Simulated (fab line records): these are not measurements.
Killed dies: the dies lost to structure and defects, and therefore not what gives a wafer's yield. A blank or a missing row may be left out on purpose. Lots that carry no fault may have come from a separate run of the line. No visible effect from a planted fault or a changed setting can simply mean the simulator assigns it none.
Lot-split experiment -- flow n5 finfet -- 21 wafers read from 7 lots, route of 1938 steps

## THE SPLIT ITSELF
At N5_PASSIVATION_PECVD_35 (deposits SiNx from SiH4/NH3/N2, target thk 700 nm, time 151.3 s), the setting time s was moved away from the recipe's 151.3 s on 5 of the 21 wafers read, by -14.7% to +6.9%. For the rest of the wafers, this setting stayed at what the recipe calls for.

Reading taken at the split's own step.

## THE READING
SiNx_of_PASSIVATION_PECVD_35.thk nm (the simulator's own value, which no gauge read), in nm, at N5_PASSIVATION_PECVD_35 (deposits SiNx from SiH4/NH3/N2, target thk 700 nm, time 151.3 s). The file does not state a usual value for it. Average 708.4 nm, standard deviation 7.2 nm, over the 16 wafers here run with the recipe.

wafer,"tool, chamber at the split","time s as run, s",against the recipe,"SiNx_of_PASSIVATION_PECVD_35.thk nm, nm",against lot-mates on the recipe
L081.1,"pecvd-03, 0",151.3,recipe,709.6,-
L081.5,"pecvd-03, 2",151.3,recipe,712.8,-
L081.6,"pecvd-03, 1",151.3,recipe,710.4,-
L079.1,"pecvd-03, 2",151.3,recipe,707.6,-
L079.3,"pecvd-03, 2",151.3,recipe,708.8,-
L079.4,"pecvd-03, 1",151.3,recipe,711.4,-
L077.3,"pecvd-03, 1",151.3,recipe,708.8,-
L077.5,"pecvd-03, 2",134.8,-10.9%,636.6,-78.2
L077.6,"pecvd-03, 1",151.3,recipe,720.8,-
L080.2,"pecvd-04, 2",151.3,recipe,695,-
L080.5,"pecvd-04, 0",151.3,recipe,715.4,-
L080.6,"pecvd-04, 1",151.3,recipe,702.6,-
L085.1,"pecvd-04, 2",129.1,-14.7%,591,-120.8
L085.2,"pecvd-04, 0",129.1,-14.7%,601,-110.8
L085.5,"pecvd-04, 0",151.3,recipe,711.8,-
L086.1,"pecvd-04, 1",151.3,recipe,701.2,-
L086.5,"pecvd-04, 1",151.3,recipe,712.2,-
L086.6,"pecvd-04, 2",132.3,-12.6%,621.6,-85.1
L088.1,"pecvd-02, 2",151.3,recipe,691.8,-
L088.2,"pecvd-02, 1",161.7,+6.9%,753,+50.4
L088.5,"pecvd-02, 0",151.3,recipe,713.4,-

THE FIT
A straight line over all 21 wafers: SiNx_of_PASSIVATION_PECVD_35.thk nm changes by +7.24 nm for each +1% of time s; r = +0.99; the points scatter about the line by 7.4 nm.
The same after taking each lot's own level away (the mean of its wafers on the recipe; 21 wafers): +7.51 nm for each +1%; r = +0.99; scatter 6.5 nm.
That fit puts the effect of the largest move of time s on the reading at 1.1e+02 nm.
Across the lots, their own levels run from 702.60 to 714.80 nm, a range of 1.7 times the standard deviation given above.
The two slopes agree, so the slope changes little with the lot-to-lot level.
Check: for one of the wafers moved furthest among these (-14.7%), held out of the fit, the line's prediction against its lot-mates is -106 nm. It came out at -121 nm against them.

## ADDITIONAL SPLITS CARRIED BY THESE WAFERS
Note: prior to the reading, these wafers also went through further splits. Each is held against what the fit with the lots' levels taken away leaves over:
other split on the same wafers,wafers away from the commonest value,r with SiNx_of_PASSIVATION_PECVD_35.thk nm (lot level and that fit taken away)
N5_MIM_BOT_SPUTTER_00 time s,8,+0.01
N5_PASSIVATION_PECVD_53 time s,4,+0.18

## THE FILE'S OWN FIT
SiNx_of_PASSIVATION_PECVD_35.thk nm changes by +7.36 nm for each +1% of time s, r = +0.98.
